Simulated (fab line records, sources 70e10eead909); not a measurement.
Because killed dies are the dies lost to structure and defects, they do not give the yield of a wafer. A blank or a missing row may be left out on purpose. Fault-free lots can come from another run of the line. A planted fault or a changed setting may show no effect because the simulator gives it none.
A struck lot beside a sound one + flow nand_harc + 15 steps out of a route of 1302
Sound: these wafers, L412.4, L412.5, L412.6. Wafers L420.2, L420.3, L420.4 were the ones struck. At the end, the cause is stated.
At each step with rows: each side's tool, then ch and its chambers, then its first start. Under that, the readings that differ: sound wafers + struck wafers + difference of the means + sigmas: that difference in standard deviations of wafers without a fault.
alike: words and numbers the same on both sides, and readings whose means are apart by under 2 such deviations; not compared: readings that were withheld, readings missing a value for some wafer, numbers with overlapping values and no deviation given by the record, and bounds like >300 which may hide the same value.
A row with sigmas, a row that says differs or no value, or rows on one side alone: a step with any of these is where the two part. When numbers do not overlap yet have no deviation, they are printed without sigmas and do not part them. A reading missing from all wafers of one side parts the sides only when that side holds two or more wafers.

first, 2 steps without rows for these wafers: NHARC_P_GATE_PEB_09 (peb time 85 s); NHARC_P_GATE_DEVELOP_10 (time 70 s).
NHARC_P_GATE_CD_MEAS_11: the cd target is 1640 nm.
  sound on cd_sem-01 ch 0, day 7 15:28; struck on cd_sem-01 ch 0, day 10 23:46
  alike: cd_nm
then, 1 step without rows for these wafers: NHARC_P_GATE_HARDBAKE_12 (time 80 s).
NHARC_P_GATE_DESCUM_13: chemistry O2, time 3 s.
  sound on rie_diel-12 ch 1,2,3, day 7 15:38; struck on rie_diel-12 ch 0,2,3, day 10 23:55
  alike: drypump_motor_current_A, mfc_ar_sccm, oes_product_au, rf_vpp_V, showerhead_plenum_p_Torr, throttle_valve_pct
  not compared: rf_hours_counter_h
then, 6 steps without rows for these wafers: NHARC_P_GATE_ETCH_14 (etches SiO2 in dHF, target depth 48.8 nm); NHARC_P_GATE_STRIP_15 (strips in SPM, time 780 s); NHARC_P_GATE_PRECLEAN_71 (cleans in SC1); NHARC_P_GATE_SRD_72; NHARC_P_GATE_OXIDE_16 (material SiO2, target thk 3 nm, ox time 392 s); NHARC_P_GATE_CVD_17 (deposits poly-Si, target thk 150 nm, time 900 s).
NHARC_P_GATE_HM_DEP_102: deposits aC, target thk 120 nm.
  sound on acl_dep-01 ch 0, day 8 04:22; struck on acl_dep-01 ch 0, day 11 15:18
  alike: throttle_valve_pct
NHARC_P_GATE_DEP_103: deposits SiON, target thk 30 nm.
  sound on pecvd-04 ch 0,1,2, day 8 04:48; struck on pecvd-03 ch 1,2, day 11 16:19
  alike: heater_power_w
then, 1 step without rows for these wafers: NHARC_P_GATE_DEHYDRATE_18 (time 120 s).
NHARC_END_SORT_01:
  the record has rows for the sound wafers here (prober-01 ch 0, day 27 05:57) and none for the struck ones

WHERE THEY PART
Only at NHARC_END_SORT_01, within this record.

WHY: what had been put in by the simulator
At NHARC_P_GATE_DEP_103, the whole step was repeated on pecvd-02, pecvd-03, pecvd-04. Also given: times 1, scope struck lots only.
